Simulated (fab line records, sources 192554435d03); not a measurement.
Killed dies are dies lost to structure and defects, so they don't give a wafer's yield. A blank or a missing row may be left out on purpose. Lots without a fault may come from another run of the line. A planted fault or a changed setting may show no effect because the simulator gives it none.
fab line records | flow n5_finfet
record lots=7 wafers=21
route steps=1938 shown BEOL_M11@1562 BEOL_M12@1609 BEOL_M13@1662 BEOL_M14@1751 MIM_BOT_ETCH@1866 TV_OPEN@1890
start_h: hours from the record's first day to the start of the lot's first wafer shown | wait_h: hours since the lot's step before | " the same as in the row above | L1.1+2: a row that stands for several wafers | - no value, or no start given | * or withheld: withheld | < > ~ a bound
route shown NAME@n: a module of which the file shows steps, and the number in the route of the first | usual: mean/standard deviation of fault-free wafers | same: alike in all rows | chamber/n: place in a boat | sites: the reading at each site | _std_site: their standard deviation | _edge_site: outer sites' mean less inner sites' | radius_mm: how far each site lies from the wafer's centre | mask NAME#n: copy n | behind: the tool/chamber that last shaped the wafer | hold: why the lot was held/for how many hours/how that ended | device: the transistor (n, p or np) that didn't switch | end of line: the same wafers' tests at the end of the route | a step without rows: its recipe alone | killed: dies lost to structure and defects at the first sort, not the wafer's yield | map: a wafer's dies, x killed, . not, _ none there
set.NAME: the setting as run; set.NAME@STEP: as run at that earlier step | model.NAME: the simulator's own value behind a step, which no gauge read
lots whose settings were changed on purpose; a table a step, a row a wafer
## steps
# step N5_BEOL_M11_COAT_22
# recipe resist=CAR-ArF spin_rpm=1500 resist_thk_nm=90
# columns lot.wafer tool chamber start_h wait_h set.spin_rpm model.CAR-ArF_of_BEOL_M11_COAT_22.thk_nm
L074.4 litho_track-04 0 - - 1606 87.2
L074.5 " 0 " " 1500 90.2
L074.6 " 0 " " 1500 89.8
L075.2 litho_track-02 0 - - 1663 85.2
L075.3 " 0 " " 1663 85.4
L075.6 " 0 " " 1500 89.8
L078.2+4 litho_track-05 0 - - 1500 90
L078.6 " 0 " " 1632 86.6
L080.1 litho_track-02 0 - - 1366 94.2
L080.4 " 0 " " 1500 90.4
L080.5 " 0 " " 1366 94.4
L084.3+4 litho_track-02 0 - - 1500 90.4
L084.5 " 0 " " 1500 90
L088.1+4 litho_track-04 0 - - 1408 93.2
L088.3 " 0 " " 1500 89.8
L096.1 litho_track-05 0 - - 1500 89.8
L096.2 " 0 " " 1500 90.2
L096.6 " 0 " " 1420 92.6
# step N5_BEOL_M11_EXPOSE_25
# recipe mask_id=V10 na=1.35 source_shape=annular sigma_inner=0.5 sigma_outer=0.8 polarization=unpolarized dose_mj=85.5
# columns lot.wafer tool chamber start_h wait_h mask set.dose_mj
L074.4+6 arfi_scanner-01 0 269.77 - V10#0 85.5
L074.5 " 0 " " V10#0 80.76
L075.2+3 arfi_scanner-01 0 285.83 - V10#0 85.5
L075.6 " 0 " " V10#0 91.27
L078.2+4+6 arfi_scanner-02 0 302.19 - V10#0 90.05
L080.1+4+5 arfi_scanner-01 0 318.37 - V10#0 85.5
L084.3+4+5 arfi_scanner-01 0 322.32 - V10#0 85.5
L088.1+3 arfi_scanner-01 0 353.13 - V10#0 89.79
L088.4 " 0 " " V10#0 85.5
L096.1+6 arfi_scanner-02 0 413.21 - V10#0 85.5
L096.2 " 0 " " V10#0 90.68
# step N5_BEOL_M11_PEB_26
# recipe peb_temp_c=withheld peb_time_s=60 resist=CAR-ArF
# step N5_BEOL_M11_DEVELOP_27
# recipe develop_time_s=30 developer=TMAH resist=CAR-ArF rinse_liquid=diw dry=air_spin dev_temp_c=23
# step N5_BEOL_M11_CD_MEAS_28
# recipe target_cd_nm=70 landing_energy_ev=500 detector=se_inlens polarity=opening
# usual cd_nm=69.7/0.81
# columns lot.wafer tool chamber start_h wait_h set.dose_mj@BEOL_M11_EXPOSE_25 cd_nm
L074.4 cd_sem-01 0 269.89 - 85.5 68.9
L074.5 " 0 " " 80.76 64.8
L074.6 " 0 " " 85.5 69.2
L075.2 cd_sem-01 0 285.96 - 85.5 69.6
L075.3 " 0 " " 85.5 70.5
L075.6 " 0 " " 91.27 75.0
L078.2 cd_sem-01 0 302.32 - 90.05 72.9
L078.4 " 0 " " 90.05 73.5
L078.6 " 0 " " 90.05 73.9
L080.1 cd_sem-02 0 318.50 - 85.5 69.6
L080.4 " 0 " " 85.5 70.2
L080.5 " 0 " " 85.5 70.1
L084.3 cd_sem-02 0 322.44 - 85.5 68.5
L084.4 " 0 " " 85.5 68.2
L084.5 " 0 " " 85.5 68.6
L088.1 cd_sem-01 0 353.26 - 89.79 74.0
L088.3 " 0 " " 89.79 73.9
L088.4 " 0 " " 85.5 69.0
L096.1 cd_sem-02 0 413.35 - 85.5 69.4
L096.2 " 0 " " 90.68 75.9
L096.6 " 0 " " 85.5 69.8
# step N5_BEOL_M11_DESCUM_33
# recipe chemistry=O2 time_s=7.9 source_power_w=50 bias_power_w=20 pressure_mtorr=20 rf_frequency_hz=2.712e+07 temp_c=40 resist=CAR-ArF o2_flow_sccm=225
# columns lot.wafer tool chamber start_h wait_h set.spin_rpm@BEOL_M11_COAT_22 model.CAR-ArF_of_BEOL_M11_COAT_22.thk_nm
L074.4 rie_diel-03 3 270.07 0.1 1606 80.6
L074.5 " 2 " " 1500 83.6
L074.6 " 3 " " 1500 83.4
L075.2 rie_diel-03 1 286.05 0.0 1663 78.6
L075.3 " 0 " " 1663 78.8
L075.6 " 2 " " 1500 83.2
L078.2+4 rie_diel-03 3,0 302.78 0.4 1500 83.6
L078.6 " 0 " " 1632 80
L080.1 rie_diel-05 2 318.59 0.0 1366 87.6
L080.4 " 3 " " 1500 83.8
L080.5 " 1 " " 1366 87.8
L084.3+4 rie_diel-02 0,3 322.52 0.0 1500 83.8
L084.5 " 1 " " 1500 83.4
L088.1 rie_diel-05 1 354.38 1.1 1408 86.8
L088.3 " 2 " " 1500 83.2
L088.4 " 3 " " 1408 86.6
L096.1 rie_diel-02 3 413.51 0.1 1500 83.2
L096.2 " 2 " " 1500 83.6
L096.6 " 0 " " 1420 86
# step N5_BEOL_M12_PEB_08
# recipe peb_temp_c=130 peb_time_s=90
# columns lot.wafer tool chamber start_h wait_h set.peb_temp_c
L074.4+5+6 litho_track-03 0 273.44 0.0 130
L075.2+3 litho_track-01 0 290.91 0.0 130
L075.6 " 0 " " 126.3
L078.2 litho_track-04 0 307.56 0.0 130
L078.4+6 " 0 " " 133.4
L080.1+5 litho_track-04 0 322.17 0.1 131.6
L080.4 " 0 " " 130
L084.3+4+5 litho_track-04 0 325.67 0.0 130
L088.1+3 litho_track-03 0 358.98 0.1 126.9
L088.4 " 0 " " 130
L096.1+2+6 litho_track-03 0 418.51 0.1 130
# step N5_BEOL_M12_DEVELOP_09
# recipe develop_time_s=45 rinse_liquid=diw dry=air_spin dev_temp_c=21
# step N5_BEOL_M12_HARDBAKE_14
# recipe temp_c=130 time_s=120
# step N5_BEOL_M12_CD_MEAS_10
# recipe target_cd_nm=140 landing_energy_ev=500 detector=se_inlens polarity=opening
# usual cd_nm=140.3/1.4
# columns lot.wafer tool chamber start_h wait_h set.peb_temp_c@BEOL_M12_PEB_08 cd_nm
L074.4 cd_sem-01 0 273.56 - 130 139.9
L074.5 " 0 " " 130 140.6
L074.6 " 0 " " 130 138.3
L075.2 cd_sem-03 0 291.02 - 130 141.5
L075.3 " 0 " " 130 140.7
L075.6 " 0 " " 126.3 125.3
L078.2 cd_sem-03 0 307.68 - 130 140.8
L078.4 " 0 " " 133.4 150.7
L078.6 " 0 " " 133.4 151.4
L080.1 cd_sem-02 0 322.28 - 131.6 145.3
L080.4 " 0 " " 130 141.2
L080.5 " 0 " " 131.6 147.9
L084.3 cd_sem-03 0 325.79 - 130 138.8
L084.4 " 0 " " 130 140.4
L084.5 " 0 " " 130 138.3
L088.1 cd_sem-02 0 359.10 - 126.9 128.2
L088.3 " 0 " " 126.9 128.0
L088.4 " 0 " " 130 140.4
L096.1 cd_sem-03 0 418.63 - 130 139.7
L096.2 " 0 " " 130 138.4
L096.6 " 0 " " 130 139.9
# step N5_BEOL_M12_STRIP_71
# recipe chemistry=post_etch_residue_remover time_s=60 temp_c=25 remover_ph=withheld remover_water_wt_pct=withheld remover_fluoride_wt_pct=withheld
# step N5_BEOL_M12_SRD_72
# recipe time_s=30 temp_c=23 rinse_liquid=diw dry=n2_spin spin_rpm=1500 dry_time_s=30
# step N5_BEOL_M12_CD_MEAS_17
# recipe target_cd_nm=140 polarity=opening
# usual cd_nm=140.6/1.6
# columns lot.wafer tool chamber start_h wait_h set.peb_temp_c@BEOL_M12_PEB_08 cd_nm
L074.4 cd_sem-01 - 274.15 0.0 130 140.9
L074.5 " - " " 130 139.7
L074.6 " - " " 130 138.6
L075.2 cd_sem-01 - 291.66 0.0 130 141.9
L075.3 " - " " 130 141.0
L075.6 " - " " 126.3 126.8
L078.2 cd_sem-03 - 308.62 0.0 130 140.8
L078.4 " - " " 133.4 151.6
L078.6 " - " " 133.4 151.9
L080.1 cd_sem-03 - 322.87 0.0 131.6 144.1
L080.4 " - " " 130 140.3
L080.5 " - " " 131.6 147.9
L084.3 cd_sem-02 - 326.37 0.0 130 140.9
L084.4 " - " " 130 139.3
L084.5 " - " " 130 139.0
L088.1 cd_sem-03 - 359.68 0.0 126.9 129.2
L088.3 " - " " 126.9 129.1
L088.4 " - " " 130 141.9
L096.1 cd_sem-02 - 419.72 0.0 130 139.6
L096.2 " - " " 130 138.9
L096.6 " - " " 130 140.1
# step N5_BEOL_M13_COAT_04
# recipe spin_rpm=1625 resist_thk_nm=400
# columns lot.wafer tool chamber start_h wait_h set.spin_rpm model.coat_of_BEOL_M13_COAT_04.thk_nm
L074.4 litho_track-03 0 - - 1705 389.4
L074.5 " 0 " " 1705 388.6
L074.6 " 0 " " 1625 397.6
L075.2 litho_track-03 0 - - 1573 406.4
L075.3 " 0 " " 1625 399.2
L075.6 " 0 " " 1625 399.6
L078.2 litho_track-03 0 - - 1778 381.4
L078.4 " 0 " " 1778 381
L078.6 " 0 " " 1625 399.4
L080.1 litho_track-03 0 - - 1625 398.6
L080.4 " 0 " " 1625 396.6
L080.5 " 0 " " 1625 397.4
L084.3 litho_track-05 0 - - 1625 401.6
L084.4 " 0 " " 1625 401.2
L084.5 " 0 " " 1625 401
L088.1 litho_track-05 0 - - 1493 416.4
L088.3 " 0 " " 1625 399.6
L088.4 " 0 " " 1625 398.6
L096.1 litho_track-03 0 - - 1625 400
L096.2 " 0 " " 1625 400.6
L096.6 " 0 " " 1776 383.8
# step N5_BEOL_M13_EBR_06
# recipe solvent=PGMEA ebr_width_mm=1.5
# step N5_BEOL_M13_SOFTBAKE_05
# recipe temp_c=130 time_s=60
# step N5_BEOL_M13_DESCUM_15
# recipe chemistry=O2 time_s=7.9 source_power_w=50 bias_power_w=20 pressure_mtorr=20 rf_frequency_hz=2.712e+07 temp_c=40 o2_flow_sccm=225
# step N5_BEOL_M13_ETCH_59
# recipe chemistry=N2/H2 target=BARC target_depth_a=890 overetch_a=267 time_s=67.9 ion_energy_ev=200 pressure_mtorr=30 source_w=840 bias_w=150 n2_flow_sccm=200 h2_flow_sccm=200
# columns lot.wafer tool chamber start_h wait_h set.spin_rpm@BEOL_M13_COAT_04 model.coat_of_BEOL_M13_COAT_04.thk_nm
L074.4 rie_diel-05 3 279.18 0.0 1705 306.6
L074.5 " 0 " " 1705 308.6
L074.6 " 3 " " 1625 314.6
L075.2 rie_diel-02 1 305.51 0.0 1573 324.4
L075.3 " 2 " " 1625 315.6
L075.6 " 2 " " 1625 315.8
L078.2 rie_diel-02 3 312.33 0.0 1778 298.2
L078.4 " 1 " " 1778 299.4
L078.6 " 0 " " 1625 315.4
L080.1 rie_diel-05 2 328.85 0.0 1625 315.6
L080.4 " 2 " " 1625 312.8
L080.5 " 1 " " 1625 314.8
L084.3 rie_diel-05 2 333.88 0.0 1625 318.6
L084.4 " 3 " " 1625 318.4
L084.5 " 1 " " 1625 318.8
L088.1 rie_diel-03 0 363.01 0.0 1493 333.8
L088.3 " 1 " " 1625 317.4
L088.4 " 1 " " 1625 315.8
L096.1 rie_diel-05 0 425.47 0.0 1625 317.6
L096.2 " 1 " " 1625 318
L096.6 " 0 " " 1776 301.8
# step N5_BEOL_M13_VIA_ETCH_16
# recipe chemistry=C4F8/O2/Ar target=SiOC pressure_mtorr=30 source_w=3000 bias_w=700 Ar_flow_sccm=400 C4F8_flow_sccm=15 O2_flow_sccm=8 he_inner_torr=15 he_outer_torr=30 target_depth_a=9217 time_s=withheld ion_energy_ev=250 ends=cleared
# columns lot.wafer tool chamber start_h wait_h set.spin_rpm@BEOL_M13_COAT_04 model.coat_of_BEOL_M13_COAT_04.thk_nm
L074.4 rie_diel-05 3 279.23 0.0 1705 55.2
L074.5 " 0 " " 1705 56.4
L074.6 " 3 " " 1625 58.2
L075.2 rie_diel-02 1 305.57 0.0 1573 82
L075.3 " 2 " " 1625 70.4
L075.6 " 2 " " 1625 67.4
L078.2 rie_diel-02 3 312.38 0.0 1778 47.2
L078.4 " 1 " " 1778 45.6
L078.6 " 0 " " 1625 66
L080.1 rie_diel-05 2 328.90 0.0 1625 67.8
L080.4 " 2 " " 1625 62
L080.5 " 1 " " 1625 65.8
L084.3 rie_diel-05 2 333.93 0.0 1625 73.2
L084.4 " 3 " " 1625 69.2
L084.5 " 1 " " 1625 70.2
L088.1 rie_diel-03 0 363.07 0.0 1493 82.8
L088.3 " 1 " " 1625 68.6
L088.4 " 1 " " 1625 62.6
L096.1 rie_diel-05 0 425.52 0.0 1625 69.2
L096.2 " 1 " " 1625 67.4
L096.6 " 0 " " 1776 50.8
# step N5_BEOL_M13_STRIP_63
# recipe chemistry=N2/H2 power_w=1000 temp_c=250 h2_frac=0.65 overash_fraction=0.3 pressure_mtorr=1000 n2_flow_sccm=1750 h2_flow_sccm=3250
# usual strip_time_to_endpoint_s=27.5/1.2
# columns lot.wafer tool chamber start_h wait_h set.spin_rpm@BEOL_M13_COAT_04 strip_time_to_endpoint_s
L074.4 plasma_asher-02 1 279.49 - 1705 23.2
L074.5 " 1 " " 1705 23.6
L074.6 " 0 " " 1625 24.2
L075.2 plasma_asher-01 1 305.80 - 1573 31.2
L075.3 " 0 " " 1625 27.8
L075.6 " 1 " " 1625 26.9
L078.2 plasma_asher-02 1 312.61 - 1778 20.7
L078.4 " 1 " " 1778 20.2
L078.6 " 1 " " 1625 26.5
L080.1 plasma_asher-02 0 329.14 - 1625 27.0
L080.4 " 0 " " 1625 25.3
L080.5 " 1 " " 1625 26.4
L084.3 plasma_asher-02 1 334.19 - 1625 28.6
L084.4 " 0 " " 1625 27.4
L084.5 " 1 " " 1625 27.7
L088.1 plasma_asher-02 1 363.30 - 1493 31.4
L088.3 " 0 " " 1625 27.2
L088.4 " 1 " " 1625 25.5
L096.1 plasma_asher-02 1 425.86 - 1625 27.4
L096.2 " 0 " " 1625 26.9
L096.6 " 1 " " 1776 21.8
# step N5_BEOL_M14_ETCH_68
# recipe chemistry=N2/H2 target=SOC mask_material=SiARC source_w=3000 bias_w=350 temp_c=40 time_s=450 ion_energy_ev=200 pressure_mtorr=30 n2_flow_sccm=200 h2_flow_sccm=200
# columns lot.wafer tool chamber start_h wait_h set.time_s model.SiARC_of_BEOL_M14_COAT_66.thk_nm
L074.4 rie_diel-06 0 286.84 0.1 450 65.6
L074.5 " 0 " " 359.8 75
L074.6 " 1 " " 450 65.2
L075.2 rie_diel-01 3 313.43 0.1 450 65.8
L075.3 " 2 " " 450 65
L075.6 " 2 " " 380.6 72.4
L078.2 rie_diel-06 1 320.65 0.1 412.6 68.6
L078.4 " 0 " " 450 65.2
L078.6 " 0 " " 450 65.4
L080.1 rie_diel-06 3 340.12 0.1 450 65.4
L080.4 " 0 " " 527.8 57.6
L080.5 " 3 " " 527.8 57.2
L084.3+5 rie_diel-01 3,2 340.59 0.1 450 64.8
L084.4 " 0 " " 450 64
L088.1+3 rie_diel-01 0,2 371.88 0.1 450 65.8
L088.4 " 3 " " 515.4 61
L096.1 rie_diel-04 1 431.74 0.1 450 66
L096.2 " 3 " " 450 65
L096.6 " 2 " " 352.9 75
# step N5_BEOL_M14_SPUTTER_43
# recipe material=TaN target_thk_a=150 temp_c=50 bias_v=168.6 power_w=15000 chamber_pressure_pa=0.12 time_s=24.19
# columns lot.wafer tool chamber start_h wait_h set.power_w model.TaN_of_BEOL_M14_SPUTTER_43.thk_nm
L074.4+5+6 pvd_sputter-02 - 290.97 0.0 15000 14.8
L075.2+6 pvd_sputter-02 - 314.55 0.0 17020 17
L075.3 " - " " 15000 15
L078.2+4 pvd_sputter-02 - 323.77 0.0 13960 13.8
L078.6 " - " " 15000 15
L080.1+5 pvd_sputter-03 - 343.88 0.0 12910 13
L080.4 " - " " 12910 12.8
L084.3+5 pvd_sputter-03 - 344.32 0.0 15000 15
L084.4 " - " " 15000 15.2
L088.1+4 pvd_sputter-02 - 373.50 0.0 12720 13
L088.3 " - " " 12720 12.8
L096.1 pvd_sputter-03 - 433.89 0.0 15000 15.2
L096.2 " - " " 17440 17.8
L096.6 " - " " 17440 17.6
# step N5_MIM_BOT_ETCH_ETCH_04
# recipe chemistry=CF4/O2 target=SiNx target_depth_a=260 time_s=13 ion_energy_ev=100 pressure_mtorr=40 source_w=535 bias_w=49 Ar_flow_sccm=100 cf4_flow_sccm=100 O2_flow_sccm=10
# columns lot.wafer tool chamber start_h wait_h set.time_s model.etch.depth_nm
L074.4 rie_diel-01 2 305.02 0.0 13 26.06
L074.5 " 0 " " 13 25.74
L074.6 " 3 " " 13 25.73
L075.2 rie_diel-01 2 325.85 0.1 13 26.18
L075.3 " 2 " " 13 26.14
L075.6 " 2 " " 13 25.9
L078.2 rie_diel-04 3 338.07 0.0 11.02 21.7
L078.4 " 2 " " 13 26.38
L078.6 " 3 " " 11.02 21.82
L080.1 rie_diel-04 1 356.06 0.0 13 25.62
L080.4 " 2 " " 10.24 20.77
L080.5 " 2 " " 10.24 20.78
L084.3 rie_diel-01 3 359.79 0.0 13 25.53
L084.4 " 0 " " 13 25.61
L084.5 " 0 " " 13 25.46
L088.1 rie_diel-06 2 387.73 0.0 13 26.2
L088.3 " 3 " " 15.01 30.07
L088.4 " 1 " " 13 26.15
L096.1 rie_diel-06 3 451.66 0.0 13 25.83
L096.2 " 1 " " 13 25.78
L096.6 " 3 " " 13 25.94
# step N5_PASSIVATION_ETCH_15
# recipe chemistry=CF4/N2 target=SiCN target_depth_a=750 taper_deg=2 time_s=81.2 ion_energy_ev=150 mask_material=SiNx pressure_mtorr=40 source_w=430 bias_w=70 Ar_flow_sccm=100 cf4_flow_sccm=60 n2_flow_sccm=60
# usual rf_vpp_V=381.9/1.8
# columns lot.wafer tool chamber start_h wait_h set.bias_w rf_vpp_V
L074.4 rie_diel-05 3 - - 70 383.2
L074.5 " 1 " " 70 382.6
L074.6 " 0 " " 78 408.7
L075.2 rie_diel-05 1 - - 61.49 353.1
L075.3 " 3 " " 61.49 351.7
L075.6 " 3 " " 70 382.0
L078.2 rie_diel-02 3 - - 63 355.0
L078.4 " 0 " " 70 385.1
L078.6 " 3 " " 70 379.6
L080.1 rie_diel-05 1 - - 65.78 368.0
L080.4 " 2 " " 65.78 367.5
L080.5 " 0 " " 65.78 364.9
L084.3 rie_diel-02 3 - - 70 378.6
L084.4 " 2 " " 70 381.2
L084.5 " 3 " " 70 381.5
L088.1 rie_diel-02 2 - - 76.59 400.9
L088.3 " 3 " " 70 379.8
L088.4 " 1 " " 70 380.6
L096.1 rie_diel-03 0 - - 76.9 407.8
L096.2 " 2 " " 76.9 407.9
L096.6 " 3 " " 76.9 407.3
## key
split step=N5_BEOL_M11_COAT_22 setting=spin_rpm stated=1500 by=wafer
response step=N5_BEOL_M11_COAT_22 reading=model.CAR-ArF_of_BEOL_M11_COAT_22.thk_nm change=-0.43 per=1% r=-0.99
response step=N5_BEOL_M11_DESCUM_33 reading=model.CAR-ArF_of_BEOL_M11_COAT_22.thk_nm change=-0.438 per=1% r=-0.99
split step=N5_BEOL_M11_EXPOSE_25 setting=dose_mj stated=85.5 by=wafer
response step=N5_BEOL_M11_CD_MEAS_28 reading=cd_nm change=+0.868 per=1% r=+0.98
split step=N5_BEOL_M12_PEB_08 setting=peb_temp_c stated=130 by=wafer
response step=N5_BEOL_M12_CD_MEAS_10 reading=cd_nm change=+4.87 per=1% r=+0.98
response step=N5_BEOL_M12_CD_MEAS_17 reading=cd_nm change=+4.88 per=1% r=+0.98
split step=N5_BEOL_M13_COAT_04 setting=spin_rpm stated=1625 by=wafer
response step=N5_BEOL_M13_COAT_04 reading=model.coat_of_BEOL_M13_COAT_04.thk_nm change=-1.92 per=1% r=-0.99
response step=N5_BEOL_M13_ETCH_59 reading=model.coat_of_BEOL_M13_COAT_04.thk_nm change=-1.84 per=1% r=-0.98
response step=N5_BEOL_M13_VIA_ETCH_16 reading=model.coat_of_BEOL_M13_COAT_04.thk_nm change=-1.96 per=1% r=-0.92
response step=N5_BEOL_M13_STRIP_63 reading=strip_time_to_endpoint_s change=* per=1% r=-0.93
split step=N5_BEOL_M14_ETCH_68 setting=time_s stated=450 by=wafer
response step=N5_BEOL_M14_ETCH_68 reading=model.SiARC_of_BEOL_M14_COAT_66.thk_nm change=-0.44 per=1% r=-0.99
split step=N5_BEOL_M14_SPUTTER_43 setting=power_w stated=15000 by=wafer
response step=N5_BEOL_M14_SPUTTER_43 reading=model.TaN_of_BEOL_M14_SPUTTER_43.thk_nm change=+0.154 per=1% r=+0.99
split step=N5_MIM_BOT_ETCH_ETCH_04 setting=time_s stated=13 by=wafer
response step=N5_MIM_BOT_ETCH_ETCH_04 reading=model.etch.depth_nm change=+0.253 per=1% r=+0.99
split step=N5_PASSIVATION_ETCH_15 setting=bias_w stated=70 by=wafer
response step=N5_PASSIVATION_ETCH_15 reading=rf_vpp_V change=+2.4 per=1% r=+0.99
